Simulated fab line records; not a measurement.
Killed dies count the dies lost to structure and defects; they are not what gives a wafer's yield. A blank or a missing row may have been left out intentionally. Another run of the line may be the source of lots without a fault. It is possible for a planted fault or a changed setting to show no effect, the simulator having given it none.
Chamber matching || flow n5 finfet || 4 sister chambers for N5_BEOL_M0_TRENCH_ETCH_107 on rie diel-01
The step etches SiOC in C4F6/O2, target depth 32.8 nm, time 16.4 s. 8 wafers are shown with their chamber, then 7 later ones without.

== WAFERS WITH THEIR CHAMBER ==
{"wafer": "L079.2", "chamber": 3, "showerhead plenum p Torr (Torr)": 3.01, "rf vpp V (V)": 671}
{"wafer": "L079.4", "chamber": 2, "showerhead plenum p Torr (Torr)": 2.85, "rf vpp V (V)": 650}
{"wafer": "L079.5", "chamber": 1, "showerhead plenum p Torr (Torr)": 2.79, "rf vpp V (V)": 655}
{"wafer": "L087.2", "chamber": 1, "showerhead plenum p Torr (Torr)": 2.78, "rf vpp V (V)": 656}
{"wafer": "L087.4", "chamber": 0, "showerhead plenum p Torr (Torr)": 2.91, "rf vpp V (V)": 658}
{"wafer": "L087.5", "chamber": 2, "showerhead plenum p Torr (Torr)": 2.84, "rf vpp V (V)": 650}
{"wafer": "L089.1", "chamber": 3, "showerhead plenum p Torr (Torr)": 3.00, "rf vpp V (V)": 671}
{"wafer": "L089.5", "chamber": 0, "showerhead plenum p Torr (Torr)": 2.91, "rf vpp V (V)": 656}

== WAFERS WITHOUT THEIR CHAMBER ==
{"wafer": "L089.6", "showerhead plenum p Torr (Torr)": 3.00, "rf vpp V (V)": 671}
{"wafer": "L091.1", "showerhead plenum p Torr (Torr)": 3.00, "rf vpp V (V)": 671}
{"wafer": "L091.4", "showerhead plenum p Torr (Torr)": 2.83, "rf vpp V (V)": 651}
{"wafer": "L091.5", "showerhead plenum p Torr (Torr)": 2.91, "rf vpp V (V)": 657}
{"wafer": "L097.1", "showerhead plenum p Torr (Torr)": 2.77, "rf vpp V (V)": 657}
{"wafer": "L097.3", "showerhead plenum p Torr (Torr)": 2.82, "rf vpp V (V)": 649}
{"wafer": "L097.5", "showerhead plenum p Torr (Torr)": 2.82, "rf vpp V (V)": 649}

== WHICH CHAMBER EACH WENT THROUGH ==
{"wafer": "L089.6", "from the rows above": 3, "in truth": 3}
{"wafer": "L091.1", "from the rows above": 3, "in truth": 3}
{"wafer": "L091.4", "from the rows above": 2, "in truth": 2}
{"wafer": "L091.5", "from the rows above": 0, "in truth": 0}
{"wafer": "L097.1", "from the rows above": 1, "in truth": 1}
{"wafer": "L097.3", "from the rows above": 2, "in truth": 2}
{"wafer": "L097.5", "from the rows above": 2, "in truth": 2}
Correct placement for 7 of the 7. From these rows, 0 cannot be placed. Placed wrongly: 0.
How it was worked out, from the rows above alone: a wafer's distance from a chamber is the root of the sum, over the readings, of the square of ((its reading less the chamber's mean) divided by the reading's scatter). If the next closest chamber is less than 2 further off than the closest, the wafer can't be placed; otherwise it belongs to the closest. For every chamber, the mean is computed from those of its wafers that are shown. The scatter: take each reading less its chamber's mean, square it, sum over the shown wafers, divide by the number of wafers less the number of chambers, and take the root.
